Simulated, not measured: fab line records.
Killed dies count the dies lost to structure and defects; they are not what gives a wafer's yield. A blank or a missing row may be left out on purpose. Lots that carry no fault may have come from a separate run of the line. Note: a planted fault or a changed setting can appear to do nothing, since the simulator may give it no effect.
Which tool was responsible? || flow nand_harc || Sampling: 24 lots, 72 wafers, 2 of 1159 route steps

## WHAT EACH GAUGE READ, for each wafer
NHARC_P_M1_INSPECT_27.
{"lot": "L074", "measured": "day 6 10:35", "on": "defect_inspect-01", "raw_defect_count": "374 403 396"}
{"lot": "L075", "measured": "day 6 10:58", "on": "defect_inspect-01", "raw_defect_count": "169 402 320"}
{"lot": "L077", "measured": "day 6 21:16", "on": "defect_inspect-02", "raw_defect_count": "230 637 586"}
{"lot": "L076", "measured": "day 6 21:35", "on": "defect_inspect-01", "raw_defect_count": "492 274 508"}
{"lot": "L078", "measured": "day 7 09:08", "on": "defect_inspect-02", "raw_defect_count": "206 226 241"}
{"lot": "L081", "measured": "day 7 20:19", "on": "defect_inspect-02", "raw_defect_count": "344 336 414"}
{"lot": "L080", "measured": "day 7 21:31", "on": "defect_inspect-01", "raw_defect_count": "197 147 192"}
{"lot": "L079", "measured": "day 8 02:01", "on": "defect_inspect-02", "raw_defect_count": "140 286 450"}
{"lot": "L082", "measured": "day 8 03:18", "on": "defect_inspect-02", "raw_defect_count": "294 321 312"}
{"lot": "L083", "measured": "day 8 06:29", "on": "defect_inspect-02", "raw_defect_count": "565 670 418"}
{"lot": "L084", "measured": "day 8 07:13", "on": "defect_inspect-01", "raw_defect_count": "580 723 505"}
{"lot": "L088", "measured": "day 9 04:52", "on": "defect_inspect-01", "raw_defect_count": "377 328 321"}
{"lot": "L086", "measured": "day 9 06:21", "on": "defect_inspect-01", "raw_defect_count": "199 314 249"}
{"lot": "L085", "measured": "day 9 10:20", "on": "defect_inspect-02", "raw_defect_count": "801 386 469"}
{"lot": "L087", "measured": "day 9 12:43", "on": "defect_inspect-01", "raw_defect_count": "376 232 272"}
{"lot": "L089", "measured": "day 9 22:23", "on": "defect_inspect-01", "raw_defect_count": "262 232 190"}
{"lot": "L090", "measured": "day 10 05:08", "on": "defect_inspect-02", "raw_defect_count": "279 257 207"}
{"lot": "L091", "measured": "day 10 07:43", "on": "defect_inspect-01", "raw_defect_count": "318 222 178"}
{"lot": "L092", "measured": "day 10 16:22", "on": "defect_inspect-01", "raw_defect_count": "397 282 563"}
{"lot": "L093", "measured": "day 10 17:18", "on": "defect_inspect-01", "raw_defect_count": "427 332 501"}
{"lot": "L095", "measured": "day 11 02:43", "on": "defect_inspect-02", "raw_defect_count": "219 291 156"}
{"lot": "L094", "measured": "day 11 04:49", "on": "defect_inspect-02", "raw_defect_count": "195 331 267"}
{"lot": "L096", "measured": "day 11 17:44", "on": "defect_inspect-02", "raw_defect_count": "148 211 275"}
{"lot": "L097", "measured": "day 12 00:40", "on": "defect_inspect-02", "raw_defect_count": "340 388 531"}

NHARC_P_M2_INSPECT_11.
{"lot": "L074", "measured": "day 6 11:59", "on": "defect_inspect-01", "raw_defect_count": "7 4 3"}
{"lot": "L075", "measured": "day 6 12:29", "on": "defect_inspect-01", "raw_defect_count": "6 1 5"}
{"lot": "L077", "measured": "day 6 22:41", "on": "defect_inspect-01", "raw_defect_count": "5 3 1"}
{"lot": "L076", "measured": "day 6 22:58", "on": "defect_inspect-01", "raw_defect_count": "5 5 0"}
{"lot": "L078", "measured": "day 7 10:37", "on": "defect_inspect-02", "raw_defect_count": "5 8 3"}
{"lot": "L081", "measured": "day 7 21:52", "on": "defect_inspect-02", "raw_defect_count": "2 4 1"}
{"lot": "L080", "measured": "day 7 22:55", "on": "defect_inspect-01", "raw_defect_count": "2 0 5"}
{"lot": "L079", "measured": "day 8 03:33", "on": "defect_inspect-02", "raw_defect_count": "4 5 3"}
{"lot": "L082", "measured": "day 8 04:49", "on": "defect_inspect-02", "raw_defect_count": "3 9 2"}
{"lot": "L083", "measured": "day 8 07:58", "on": "defect_inspect-02", "raw_defect_count": "4 3 5"}
{"lot": "L084", "measured": "day 8 08:45", "on": "defect_inspect-01", "raw_defect_count": "5 6 4"}
{"lot": "L088", "measured": "day 9 06:24", "on": "defect_inspect-02", "raw_defect_count": "0 1 3"}
{"lot": "L086", "measured": "day 9 07:54", "on": "defect_inspect-02", "raw_defect_count": "7 6 2"}
{"lot": "L085", "measured": "day 9 12:21", "on": "defect_inspect-01", "raw_defect_count": "2 2 1"}
{"lot": "L087", "measured": "day 9 14:13", "on": "defect_inspect-01", "raw_defect_count": "3 1 5"}
{"lot": "L089", "measured": "day 9 23:55", "on": "defect_inspect-01", "raw_defect_count": "7 4 3"}
{"lot": "L090", "measured": "day 10 06:40", "on": "defect_inspect-02", "raw_defect_count": "4 1 4"}
{"lot": "L091", "measured": "day 10 09:17", "on": "defect_inspect-01", "raw_defect_count": "3 3 6"}
{"lot": "L092", "measured": "day 10 17:51", "on": "defect_inspect-01", "raw_defect_count": "3 6 4"}
{"lot": "L093", "measured": "day 10 18:49", "on": "defect_inspect-02", "raw_defect_count": "3 1 6"}
{"lot": "L095", "measured": "day 11 04:34", "on": "defect_inspect-02", "raw_defect_count": "7 4 7"}
{"lot": "L094", "measured": "day 11 06:12", "on": "defect_inspect-01", "raw_defect_count": "9 9 6"}
{"lot": "L096", "measured": "day 11 19:14", "on": "defect_inspect-01", "raw_defect_count": "7 10 15"}
{"lot": "L097", "measured": "day 12 02:05", "on": "defect_inspect-01", "raw_defect_count": "2 1 6"}

## TOOL THAT RAN EACH LOT (tool first, then ch and the chambers of the sampled wafers, then the start)
No process step before these readings appears in the record.

## AS READ BY THE TOOLS THEMSELVES (means over the sampled wafers that have a number; for cases with no such wafer, the mark the record gives instead)
The record holds no such reading with a usual standard deviation.

## THE ANSWER, worked out from the rows above alone
Rule: the usual values come from the lots themselves. The widest of any qualifying gaps counts: lots, ordered by their means at a reading, are off when they make up no more than a third of the lots, leave a main group of 4 or more, and stand apart from it by 3 or more times the standard deviation of that group's means. If all means in a main group match to the digits the tables above print for the reading, that group is not used. A lot without any number at a reading at which 4 lots or more have one is off too. The other lots that the step has rows for count as sound. After the gauges, taken in route order, come the tools' own readings; for these a lot's mean is taken, as printed above. The first step at which some lot is off is used, and at that step the reading that is off furthest; a lot without a number counts as furthest.
No lot is off at any reading shown: from this, nothing can be told.

## WHAT THE SIMULATOR HAD PUT IN
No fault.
